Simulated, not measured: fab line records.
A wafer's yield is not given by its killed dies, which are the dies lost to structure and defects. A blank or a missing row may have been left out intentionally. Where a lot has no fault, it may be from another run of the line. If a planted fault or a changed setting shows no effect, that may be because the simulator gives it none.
Matching of chambers	flow n5 finfet	N5_MOL_CONTACT_COAG_ETCH_59 on rie diel-04: 4 sister chambers
The step etches underlayer in N2/H2, target depth 13 nm, time 10.4 s. 16 wafers are shown with their chamber, then 8 later ones without.

== EACH WAFER AND ITS CHAMBER ==
wafer	chamber	drypump motor current A (A)	showerhead plenum p Torr (Torr)	throttle valve pct (%)
L074.2	2	6.1	2.53	17.98
L074.3	0	5.8	2.40	17.87
L074.6	0	5.8	2.40	17.88
L082.1	3	5.1	2.61	18.00
L082.2	2	6.1	2.52	18.02
L082.5	2	6.2	2.52	18.00
L083.3	3	5.1	2.61	18.02
L083.4	1	6.3	2.47	17.36
L083.6	1	6.3	2.47	17.40
L086.3	3	5.1	2.61	18.05
L086.5	2	6.2	2.52	18.03
L086.6	3	5.1	2.61	18.03
L088.1	2	6.1	2.52	18.05
L088.2	1	6.3	2.46	17.40
L088.4	3	5.1	2.61	18.03
L090.1	2	6.1	2.52	18.05

SIGNATURES (averages over the wafers above)
reading	chamber 0	chamber 1	chamber 2	chamber 3	scatter within a chamber
drypump motor current A	5.800	6.300	6.133	5.100	0.0333
showerhead plenum p Torr	2.4000	2.4667	2.5217	2.6100	0.00354
throttle valve pct	17.8750	17.3867	18.0217	18.0260	0.0229
Rule: for a wafer and a chamber, the distance is found by dividing, reading by reading, the gap between the wafer's reading and the chamber's mean by the reading's scatter, squaring, summing and taking the root. If the next closest chamber is less than 2 further off than the closest, the wafer can't be placed; otherwise it belongs to the closest. The scatter: the root of (the sum of the squares of (reading less its chamber's mean) over the shown wafers, divided by (wafers less chambers)).

== WAFERS WITH NO CHAMBER GIVEN ==
wafer	drypump motor current A (A)	showerhead plenum p Torr (Torr)	throttle valve pct (%)
L090.5	5.7	2.71	17.47
L090.6	6.3	2.46	17.41
L094.1	6.1	2.51	18.07
L094.3	6.3	2.46	17.44
L094.4	5.8	2.71	17.48
L095.3	6.1	2.51	18.08
L095.4	5.1	2.60	18.07
L095.6	5.1	2.60	18.06

== CHAMBER TAKEN BY EACH ==
wafer	from the rows above	in truth
L090.5	3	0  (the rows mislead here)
L090.6	1	1
L094.1	2	2
L094.3	1	1
L094.4	3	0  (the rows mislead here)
L095.3	2	2
L095.4	3	3
L095.6	3	3
Placed correctly: 6 of 8. Number that these rows cannot place: 0. Wrongly placed: 2.
